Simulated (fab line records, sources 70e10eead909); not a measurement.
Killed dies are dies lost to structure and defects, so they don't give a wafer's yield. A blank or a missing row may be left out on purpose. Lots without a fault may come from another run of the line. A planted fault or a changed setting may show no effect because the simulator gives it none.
One fault seen from 2 desks | flow nand_harc | each desk has only its own numbers; what lay behind them comes last

THE METROLOGY DESK
What the gauges read, lot by lot, whatever tool the lot ran on: means of the sampled wafers that have a number. A lot is out of limits, marked OUT, if its mean lies more than 4 standard deviations from the usual mean; the brackets give that distance.
Columns: A = thk_nm at NHARC_P_BONDPAD_THK_MEAS_20, usual 160.8 nm; B = thk_nm at NHARC_A_ONON_D1_THK_MEAS_18, usual 996 nm
lot  | first seen here | A     | B
L900 | day 6 20:03     | 161.3 | 1008
L901 | day 7 01:20     | 159.6 | 1015
L902 | day 7 07:35     | 160.0 | 988
L903 | day 7 18:00     | 160.9 | 991
L904 | day 8 07:49     | 161.3 | 979
L905 | day 8 16:07     | 160.5 | 989
L907 | day 9 17:31     | 160.5 | 987
L908 | day 10 16:16    | 161.3 | 990
L911 | day 11 08:29    | 161.2 | 1008
L914 | day 12 22:16    | 161.1 | 1008
L918 | day 14 10:22    | 160.4 | 1615 (+71) OUT
L920 | day 15 06:07    | 160.1 | 1620 (+72) OUT
L923 | day 16 07:17    | 162.7 | 997
This desk's finding: out of limits on L918, L920; first on L918, day 15 19:19 (thk_nm at NHARC_A_ONON_D1_THK_MEAS_18). In limits: L900, L901, L902, L903, L904, L905, L907, L908, L911, L914, L923.

THE DEFECT DESK
What the inspections along the route counted, lot by lot: means of the sampled wafers that have a number. A lot is out of limits, marked OUT, if its mean lies more than 4 standard deviations from the usual mean; the brackets give that distance.
Columns: A = raw_defect_count at NHARC_A_ZERO_WELL_INSPECT_17, usual 10
lot  | first seen here | A
L900 | day 6 23:05     | 10
L901 | day 7 04:20     | 9
L902 | day 7 10:32     | 6
L903 | day 7 20:59     | 12
L904 | day 8 10:50     | 8
L905 | day 8 19:07     | 7
L907 | day 9 20:23     | 10
L908 | day 10 19:19    | 8
L911 | day 11 11:29    | 7
L914 | day 13 01:16    | 8
L918 | day 14 13:24    | 14
L920 | day 15 09:28    | 8
L923 | day 16 10:31    | 6
This desk's finding: nothing out of limits on any of the 13 lots.

PUT TOGETHER
The metrology desk could have raised an alarm at day 15 19:19, on L918, L920.
The defect desk saw nothing out of limits.
The defect desk has L918, L920 on record, within its limits.
Of the lots named, all ran NHARC_A_ONON_D1_DEP_16 on pecvd_onon-01.

WHAT THE SIMULATOR HAD PUT IN
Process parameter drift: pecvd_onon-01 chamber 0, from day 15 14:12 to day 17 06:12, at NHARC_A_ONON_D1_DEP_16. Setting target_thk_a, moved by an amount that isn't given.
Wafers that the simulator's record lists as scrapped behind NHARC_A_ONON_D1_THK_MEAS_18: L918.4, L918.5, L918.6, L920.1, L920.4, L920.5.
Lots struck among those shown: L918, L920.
Hours from the fault's start to each desk's first reading out of limits: the metrology desk, 5.
